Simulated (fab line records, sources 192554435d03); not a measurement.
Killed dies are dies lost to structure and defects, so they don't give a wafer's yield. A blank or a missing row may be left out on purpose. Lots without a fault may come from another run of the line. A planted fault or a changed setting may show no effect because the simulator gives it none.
Which tool did it? | flow n5_finfet | 13 lots, 36 wafers sampled, at 3 steps of a route of 1938

WHAT THE GAUGES READ, wafer by wafer
N5_BEOL_M5_THK_MEAS_01. Usual: M5_ILD_THK 120.6 nm, standard deviation 1.7.
lot  | measured     | on            | M5_ILD_THK (nm)   | flag
L507 | day 8 07:05  | film_metro-02 | 120.0 122.9       |
L508 | day 8 14:41  | film_metro-02 | 116.9 119.2       |
L509 | day 8 16:05  | film_metro-02 | 117.3 123.3 121.2 |
L510 | day 9 04:34  | film_metro-02 | 120.1 120.0 120.4 |
L511 | day 9 12:14  | film_metro-02 | 119.6 118.5 121.2 |
L512 | day 9 14:23  | film_metro-02 | 119.7 120.3       |
L516 | day 10 13:45 | film_metro-01 | 120.4 120.9 122.5 |
L518 | day 11 08:45 | film_metro-01 | 120.0 120.7 119.9 |
L521 | day 11 14:55 | film_metro-01 | 119.2 122.0 121.4 |
L522 | day 12 04:28 | film_metro-01 | 118.8 121.3 122.1 |
L526 | day 13 08:02 | film_metro-01 | 118.8 122.2 124.3 |
L527 | day 13 18:47 | film_metro-01 | 117.9 119.4 121.5 |
L528 | day 13 20:35 | film_metro-02 | 118.7 118.8 122.4 |

WHICH TOOL RAN EACH LOT (tool, then ch and the chambers of the sampled wafers, then the start)
lot  | N5_BEOL_M4_ANNEAL_51             | N5_BEOL_M4_PRE_CLEAN_60
L507 | rtp_anneal-01 ch 0, day 8 04:36  | cvd_co-02 ch 0,2, day 8 05:17
L508 | rtp_anneal-01 ch 0, day 8 12:18  | cvd_co-01 ch 1,2, day 8 12:53
L509 | rtp_anneal-02 ch 0, day 8 13:38  | cvd_co-02 ch 0,2, day 8 14:16
L510 | rtp_anneal-01 ch 0, day 9 02:08  | cvd_co-01 ch 0,1,2, day 9 02:46
L511 | rtp_anneal-01 ch 0, day 9 09:46  | cvd_co-01 ch 0,1,2, day 9 10:23
L512 | rtp_anneal-02 ch 0, day 9 11:57  | cvd_co-01 ch 0,1, day 9 12:35
L516 | rtp_anneal-02 ch 0, day 10 11:19 | cvd_co-02 ch 0,1,2, day 10 11:56
L518 | rtp_anneal-02 ch 0, day 11 06:17 | cvd_co-01 ch 0,1,2, day 11 06:55
L521 | rtp_anneal-01 ch 0, day 11 12:31 | cvd_co-01 ch 0,1,2, day 11 13:06
L522 | rtp_anneal-01 ch 0, day 12 01:52 | cvd_co-02 ch 0,1,2, day 12 02:31
L526 | rtp_anneal-01 ch 0, day 13 05:34 | cvd_co-01 ch 0,1, day 13 06:13
L527 | rtp_anneal-01 ch 0, day 13 16:23 | cvd_co-02 ch 0,1,2, day 13 16:59
L528 | rtp_anneal-02 ch 0, day 13 18:07 | cvd_co-02 ch 0,1,2, day 13 18:47
- N5_BEOL_M4_ANNEAL_51: time 90 s.
- N5_BEOL_M4_PRE_CLEAN_60: time 15 s.

WHAT THE TOOLS THEMSELVES READ (means of the sampled wafers that have a number; where no wafer has one, the mark that the record gives instead)
N5_BEOL_M4_ANNEAL_51. Usual: wafer_temp_C_max 226.01, standard deviation 0.24.
lot  | tool          | wafer_temp_C_max | flag
L507 | rtp_anneal-01 | 226.05           |
L508 | rtp_anneal-01 | 225.79           |
L509 | rtp_anneal-02 | 226.01           |
L510 | rtp_anneal-01 | 226.05           |
L511 | rtp_anneal-01 | 225.97           |
L512 | rtp_anneal-02 | 226.12           |
L516 | rtp_anneal-02 | 226.16           |
L518 | rtp_anneal-02 | 226.16           |
L521 | rtp_anneal-01 | 225.84           |
L522 | rtp_anneal-01 | 225.97           |
L526 | rtp_anneal-01 | 225.62           |
L527 | rtp_anneal-01 | 225.96           |
L528 | rtp_anneal-02 | 226.08           |

N5_BEOL_M4_PRE_CLEAN_60. Usual: heater_power_w 88 W, standard deviation 17.
lot  | tool      | heater_power_w (W) | flag
L507 | cvd_co-02 | 85                 |
L508 | cvd_co-01 | 98                 |
L509 | cvd_co-02 | 82                 |
L510 | cvd_co-01 | 87                 |
L511 | cvd_co-01 | 87                 |
L512 | cvd_co-01 | 88                 |
L516 | cvd_co-02 | 90                 |
L518 | cvd_co-01 | 87                 |
L521 | cvd_co-01 | 87                 |
L522 | cvd_co-02 | 92                 |
L526 | cvd_co-01 | 97                 |
L527 | cvd_co-02 | 92                 |
L528 | cvd_co-02 | 92                 |

THE ANSWER, worked out from the rows above alone
Rule: a lot is off if the mean of its wafers that have a number lies more than 3 standard deviations from the usual mean. A lot without any number at a reading at which 4 lots or more have one is off too. The other lots that the step has rows for count as sound. The gauges are gone through in route order, then the tools' own readings, and for those a lot's mean is taken as printed above. The first step at which some lot is off is used, and at that step the reading that is off furthest; a lot without a number counts as furthest.
No lot is off at any reading shown: from this, nothing can be told.

WHAT THE SIMULATOR HAD PUT IN
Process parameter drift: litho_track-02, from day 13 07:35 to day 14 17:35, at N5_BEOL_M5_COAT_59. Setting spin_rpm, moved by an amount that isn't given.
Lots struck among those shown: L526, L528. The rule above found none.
